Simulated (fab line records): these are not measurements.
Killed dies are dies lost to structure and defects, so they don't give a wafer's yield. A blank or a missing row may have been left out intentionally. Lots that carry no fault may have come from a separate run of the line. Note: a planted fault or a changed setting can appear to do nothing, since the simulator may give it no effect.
Which tool is to blame?    flow nandHarc    13 lots (38 wafers sampled), 1 step of a 1302-step route

## WHAT THE GAUGES READ, wafer by wafer
NHARC_A_SLIT_INSPECT_11.
lot   measured      on                rawDefectCount
L306  day 19 12:05  defectInspect-01  10 27 22
L310  day 20 21:13  defectInspect-01  98 114 105
L308  day 20 21:22  defectInspect-02  58 60 48
L309  day 20 21:53  defectInspect-02  24 22 18
L311  day 22 06:37  defectInspect-01  67 65 75
L312  day 22 06:47  defectInspect-02  66 55 74
L319  day 24 17:38  defectInspect-02  77 79 80
L320  day 25 04:23  defectInspect-01  56 49
L321  day 25 10:32  defectInspect-02  41 58 46
L323  day 26 01:54  defectInspect-02  59 56 51
L325  day 27 08:13  defectInspect-02  73 61 74
L327  day 28 09:35  defectInspect-02  77 87 70
L326  day 28 11:43  defectInspect-02  47 37 37

## WHICH TOOL RAN EACH LOT (tool, then ch and the chambers of the sampled wafers, then the start)
There is no process step in the record ahead of these readings.

## WHAT THE TOOLS THEMSELVES READ (means of the sampled wafers that have a number; where no wafer has one, the mark that the record gives instead)
The record holds no such reading with a usual standard deviation.

## THE ANSWER, worked out from the rows above alone
Rule: usual is defined by the lots themselves. Put in order of their means at a reading, lots are off if they are a third of the lots or fewer, leave a main group of 4 or more, and stand apart from it by a gap of 3 or more times the standard deviation of the main group's means; of several such gaps the widest counts. The tables above print the reading to a certain number of digits; a main group whose means all agree to those digits is not used. A lot without any number at a reading at which 4 lots or more have one is off too. All remaining lots with rows at the step are treated as sound. After the gauges, taken in route order, come the tools' own readings; for these a lot's mean is taken, as printed above. The first step at which some lot is off is used, and at that step the reading that is off furthest; a lot without a number counts as furthest.
No lot is off on any of the readings shown, so nothing can be concluded from this.

## WHAT THE SIMULATOR HAD INSERTED
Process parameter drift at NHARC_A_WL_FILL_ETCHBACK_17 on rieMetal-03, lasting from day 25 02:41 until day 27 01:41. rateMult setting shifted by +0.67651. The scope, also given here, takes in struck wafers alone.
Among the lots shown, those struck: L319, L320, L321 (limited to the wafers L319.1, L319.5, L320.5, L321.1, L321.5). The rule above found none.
